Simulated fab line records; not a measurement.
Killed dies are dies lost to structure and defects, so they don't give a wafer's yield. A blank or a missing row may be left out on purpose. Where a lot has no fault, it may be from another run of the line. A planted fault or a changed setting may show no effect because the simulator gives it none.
A lot that was struck, set against a sound lot -- flow n5 finfet -- 14 out of 1938 route steps
Sound: the wafers L303.1, L303.2, L303.3. Wafers L307.2, L307.4, L307.6 were the ones struck. The cause comes at the end.
For every step that has rows: the tool of each side, followed by ch and its chambers, followed by its first start. Under that, the readings that differ: sound wafers -- struck wafers -- difference of the means -- sigmas: that difference in standard deviations of wafers without a fault.
alike: a reading whose means differ by less than 2 such deviations, as well as words and numbers matching on both sides. not compared: withheld readings; readings where some wafer has no value; bounds like >300 that might hide an equal value; numbers whose values overlap and for which the record gives no deviation.
A row with sigmas, a row that says differs or no value, or rows on one side alone: a step with any of these is where the two part. Numbers that have no deviation but don't overlap get no sigmas and don't part them. A reading missing from all wafers of one side parts the sides only when that side holds two or more wafers.

first, 2 steps without rows for these wafers: N5_HKMG_FIN_WET_ETCH_81 (etches TiN in SC1, stops on HfO2, time 57 s, target depth 6 nm); N5_HKMG_FIN_WET_ETCH_82 (etches La2O3 in dHCl, stops on HfO2, target depth 2 nm, rinse time 30 s).
N5_HKMG_FIN_ALD_36: deposits TiN, target thk 1 nm, pulse time 1 s, purge time 3 s.
  sound on ald metal-03 ch 1,2,3, day 6 15:28; struck on ald metal-02 ch 0,3, day 7 14:51
  alike: heater power w, precursor pulse height rel
N5_HKMG_FIN_THK_MEAS_70: measures by xrf.
  sound on film metro-02 at day 6 15:45; struck on film metro-02 at day 7 15:08
reading,sound,struck,difference,sigmas
HK_THK (nm),1.623 1.635 1.596,1.555 1.553 1.605,-0.047,-2
N5_HKMG_FIN_PWFM_ALD_03: deposits TiN, target thk 2 nm, pulse time 1 s, purge time 3 s.
  sound on ald metal-02 ch 0,1,3, day 6 15:47; struck on ald metal-03 ch 0,1,2, day 7 15:10
  alike: heater power w, precursor pulse height rel
then, 7 steps without rows for these wafers: N5_HKMG_FIN_COAT_29 (time 60 s, resist thk 300 nm); N5_HKMG_FIN_COAT_30 (time 60 s, resist thk 35 nm); N5_HKMG_FIN_COAT_06 (resist thk 90 nm); N5_HKMG_FIN_EBR_08; N5_HKMG_FIN_SOFTBAKE_07 (time 60 s); N5_HKMG_FIN_EXPOSE_09 (exposes mask NWFM); N5_HKMG_FIN_PEB_10 (peb time 60 s).
N5_HKMG_FIN_DEVELOP_11: develop time 30 s.
  sound on litho track-02 ch 0, day 6 16:26; struck on litho track-02, day 7 15:50
  no value came back on the struck wafers for chill plate temp C (C), develop time s (s), resist line temp C (C); on the sound wafers chill plate temp C (C) reads 22.97 22.95 23.05
reading,sound,struck,difference,sigmas
model.CAR-ArF_of_HKMG_FIN_COAT_06.thk nm (nm),87.8 87.6 87.8,90.2 90.2 90.2,+2.5,
N5_HKMG_FIN_CD_MEAS_12: the cd target is 92.8 nm.
  sound on cd sem-03 ch 0, day 6 16:30; struck on cd sem-03 ch 0, day 7 15:53
reading,sound,struck,difference,sigmas
cd nm (nm),93.2 92.6 91.9,- - -,no value on the struck wafers,

## WHERE THEY PART
Earliest at N5_HKMG_FIN_THK_MEAS_70; latest, in this record, at N5_HKMG_FIN_CD_MEAS_12.

WHY: what had been put in by the simulator
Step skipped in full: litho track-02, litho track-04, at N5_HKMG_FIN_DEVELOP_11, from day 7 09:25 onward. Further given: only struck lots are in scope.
